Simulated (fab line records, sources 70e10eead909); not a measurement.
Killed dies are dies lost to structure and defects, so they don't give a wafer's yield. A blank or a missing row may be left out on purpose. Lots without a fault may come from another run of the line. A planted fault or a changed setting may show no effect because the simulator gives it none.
Which tool did it? | flow nand_harc | 9 lots, 27 wafers sampled, at 5 steps of a route of 1159

WHAT THE GAUGES READ, wafer by wafer
NHARC_END_SORT_01. Usual: defect_limited_yield 95.1 %, standard deviation 1.5; killed_at_array 29, standard deviation 10; killed_at_other 0.7, standard deviation 1; killed_at_periphery 3.7, standard deviation 2.6; killed_dies 33, standard deviation 10; killed_open 3.4, standard deviation 1.8; killed_short 1.8, standard deviation 1.3; sort_bin_2_pct 1.5 %, standard deviation 0.64; sort_bin_3_pct 0.29 %, standard deviation 0.24; sort_bin_4_pct 3.1 %, standard deviation 0.95; sort_n_pass 644, standard deviation 10; sort_rim_yield_pct 96.9 %, standard deviation 2.6; sort_yield_pct 95.1 %, standard deviation 1.5.
lot  | measured     | on        | defect_limited_yield (%) | killed_at_array | killed_at_other | killed_at_periphery | killed_dies | killed_open | killed_short | sort_bin_2_pct (%) | sort_bin_3_pct (%) | sort_bin_4_pct (%) | sort_n_pass | sort_rim_yield_pct (%) | sort_yield_pct (%) | flag
L528 | day 23 17:18 | prober-01 | 92.3 94.4 93.2           | 46 37 44        | 4 0 1           | 2 1 1               | 52 38 46    | 7 3 3       | 0 0 1        | 2.5 1.6 2.2        | 0 0.44 0.30        | 5.2 3.5 4.3        | 625 639 631 | 96.2 94.3 95.3         | 92.3 94.4 93.2     |

WHICH TOOL RAN EACH LOT (tool, then ch and the chambers of the sampled wafers, then the start)
lot  | NHARC_P_M2_DEP_33               | NHARC_P_BONDPAD_ETCH_24            | NHARC_P_BONDPAD_PVD_27                  | NHARC_P_BONDPAD_CMP_19
L514 | pecvd-02 ch 0,2, day 6 18:57    | rie_diel-13 ch 0,2,3, day 6 21:35  | pvd_sputter-02, day 6 23:10 or earlier  | cmp-04 ch 0,2,3, day 6 23:10
L513 | pecvd-02 ch 0,1,2, day 6 21:14  | rie_diel-13 ch 0,1,2, day 6 23:41  | pvd_sputter-03, day 7 01:10 or earlier  | cmp-02 ch 0,1, day 7 01:10
L515 | pecvd-01 ch 0,1, day 7 04:37    | rie_diel-13 ch 0,1,2, day 7 07:01  | pvd_sputter-03, day 7 08:40 or earlier  | cmp-01 ch 0,2,3, day 7 08:40
L517 | pecvd-02 ch 1,2, day 7 08:24    | rie_diel-13 ch 0,3, day 7 10:59    | pvd_sputter-02, day 7 12:40 or earlier  | cmp-01 ch 0,3, day 7 12:40
L516 | pecvd-02 ch 0,1, day 7 08:56    | rie_diel-13 ch 0,3, day 7 11:18    | pvd_sputter-01, day 7 12:58 or earlier  | cmp-02 ch 1,2,3, day 7 12:58
L518 | pecvd-01 ch 0,1,2, day 7 13:12  | rie_diel-13 ch 0,1, day 7 15:47    | pvd_sputter-03, day 7 17:26 or earlier  | cmp-04 ch 0,1, day 7 17:26
L525 | pecvd-01 ch 1,2, day 9 14:30    | rie_diel-13 ch 0,3, day 9 17:26    | pvd_sputter-02, day 9 18:58 or earlier  | cmp-02 ch 0,2,3, day 9 18:58
L528 | pecvd-02 ch 1,2, day 10 02:07   | rie_diel-13 ch 0,1,2, day 10 04:29 | pvd_sputter-01, day 10 06:10 or earlier | cmp-01 ch 0,1, day 10 06:10
L534 | pecvd-02 ch 0,1,2, day 11 15:04 | rie_diel-05 ch 1,2, day 11 17:28   | pvd_sputter-03, day 11 18:59 or earlier | cmp-02 ch 0,1,3, day 11 18:59
- NHARC_P_M2_DEP_33: deposits SiCN, target thk 30 nm.
- NHARC_P_BONDPAD_ETCH_24: etches the open film in CF4/N2, target depth 30 nm, time 72.99 s.
- NHARC_P_BONDPAD_PVD_27: deposits Cu, target thk 30 nm, time 20.49 s.
- NHARC_P_BONDPAD_CMP_19: polishes, t overpolish 30 s, cu recess touch 16 s, target thk 160.81 nm.

WHAT THE TOOLS THEMSELVES READ (means of the sampled wafers that have a number; where no wafer has one, the mark that the record gives instead)
NHARC_P_M2_DEP_33. Usual: heater_power_w 577 W, standard deviation 76.
lot  | tool     | heater_power_w (W) | flag
L514 | pecvd-02 | 595                |
L513 | pecvd-02 | 631                |
L515 | pecvd-01 | 602                |
L517 | pecvd-02 | 671                |
L516 | pecvd-02 | 654                |
L518 | pecvd-01 | 582                |
L525 | pecvd-01 | 567                |
L528 | pecvd-02 | 655                |
L534 | pecvd-02 | 604                |

NHARC_P_BONDPAD_ETCH_24. Usual: drypump_motor_current_A 6.1 A, standard deviation 0.31; oes_product_au 1.008 a.u., standard deviation 0.0097; rf_vpp_V 313.3 V, standard deviation 2.6; run_length_s 94.12 s, standard deviation 0.27; showerhead_plenum_p_Torr 2.58 Torr, standard deviation 0.14; throttle_valve_pct 19.794 %, standard deviation 0.0091.
lot  | tool        | drypump_motor_current_A (A) | oes_product_au (a.u.) | rf_vpp_V (V) | run_length_s (s) | showerhead_plenum_p_Torr (Torr) | throttle_valve_pct (%) | flag
L514 | rie_diel-13 | 6.1                         | 1.011                 | 311.8        | 94.32            | 2.50                            | 19.792                 |
L513 | rie_diel-13 | 6.2                         | 1.014                 | 313.2        | 94.13            | 2.58                            | 19.787                 |
L515 | rie_diel-13 | 6.3                         | 1.007                 | 313.4        | 94.12            | 2.58                            | 19.791                 |
L517 | rie_diel-13 | 5.9                         | 1.013                 | 312.4        | 93.81            | 2.53                            | 19.801                 |
L516 | rie_diel-13 | 6.0                         | 1.018                 | 312.3        | 94.13            | 2.49                            | 19.799                 |
L518 | rie_diel-13 | 6.2                         | 1.003                 | 315.4        | 94.25            | 2.69                            | 19.788                 |
L525 | rie_diel-13 | 6.0                         | 1.010                 | 311.3        | 83.21            | 2.49                            | 19.789                 | OFF
L528 | rie_diel-13 | 6.3                         | 1.002                 | 313.6        | 88.66            | 2.58                            | 19.791                 | OFF
L534 | rie_diel-05 | 6.2                         | 1.015                 | 316.0        | 94.38            | 2.73                            | 19.789                 |

NHARC_P_BONDPAD_PVD_27. Usual: chamber_pressure_pa 4.999 Pa, standard deviation 0.0094; throttle_valve_pct 29.9 %, standard deviation 1.1.
lot  | tool           | chamber_pressure_pa (Pa) | throttle_valve_pct (%) | flag
L514 | pvd_sputter-02 | 4.991                    | 28.9                   |
L513 | pvd_sputter-03 | 4.995                    | 30.5                   |
L515 | pvd_sputter-03 | 4.990                    | 30.3                   |
L517 | pvd_sputter-02 | 5.002                    | 29.1                   |
L516 | pvd_sputter-01 | 5.010                    | 30.2                   |
L518 | pvd_sputter-03 | 4.996                    | 30.2                   |
L525 | pvd_sputter-02 | 4.998                    | 29.6                   |
L528 | pvd_sputter-01 | 5.000                    | 30.7                   |
L534 | pvd_sputter-03 | 4.997                    | 30.7                   |

NHARC_P_BONDPAD_CMP_19. Usual: motor_current_A 12.1 A, standard deviation 1.2; overpolish_run_s 29.999 s, standard deviation 0.0095.
lot  | tool   | motor_current_A (A) | overpolish_run_s (s) | flag
L514 | cmp-04 | 12.7                | 29.999               |
L513 | cmp-02 | 13.1                | 30.002               |
L515 | cmp-01 | 11.6                | 29.994               |
L517 | cmp-01 | 12.3                | 29.998               |
L516 | cmp-02 | 12.3                | 29.996               |
L518 | cmp-04 | 12.8                | 30.000               |
L525 | cmp-02 | 12.7                | 29.989               |
L528 | cmp-01 | 11.9                | 30.004               |
L534 | cmp-02 | 13.0                | 29.994               |

THE ANSWER, worked out from the rows above alone
Rule: a lot is off if the mean of its wafers that have a number lies more than 3 standard deviations from the usual mean. A lot without any number at a reading at which 4 lots or more have one is off too. The other lots that the step has rows for count as sound. The gauges are gone through in route order, then the tools' own readings, and for those a lot's mean is taken as printed above. The first step at which some lot is off is used, and at that step the reading that is off furthest; a lot without a number counts as furthest.
Off: L525, L528, at NHARC_P_BONDPAD_ETCH_24 (run_length_s).
A tool fits if, at that step or a process step before it, it ran every lot that is off, and no sound lot after the first of them. One fits: rie_diel-13 at NHARC_P_BONDPAD_ETCH_24. Its last sound lot is L518 (day 7 15:47), its first lot that is off L525 (day 9 17:26): a fault that began between those two fits.
The tool's own readings at NHARC_P_BONDPAD_ETCH_24 bear it out: on the lots that are off they differ by more than 5 times the standard deviation of the sound lots' means. run_length_s reads 85.94 s there against 94.16 s on the sound lots.

WHAT THE SIMULATOR HAD PUT IN
Process parameter drift: rie_diel-13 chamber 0, from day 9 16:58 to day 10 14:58, at NHARC_P_BONDPAD_ETCH_24. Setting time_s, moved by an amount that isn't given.
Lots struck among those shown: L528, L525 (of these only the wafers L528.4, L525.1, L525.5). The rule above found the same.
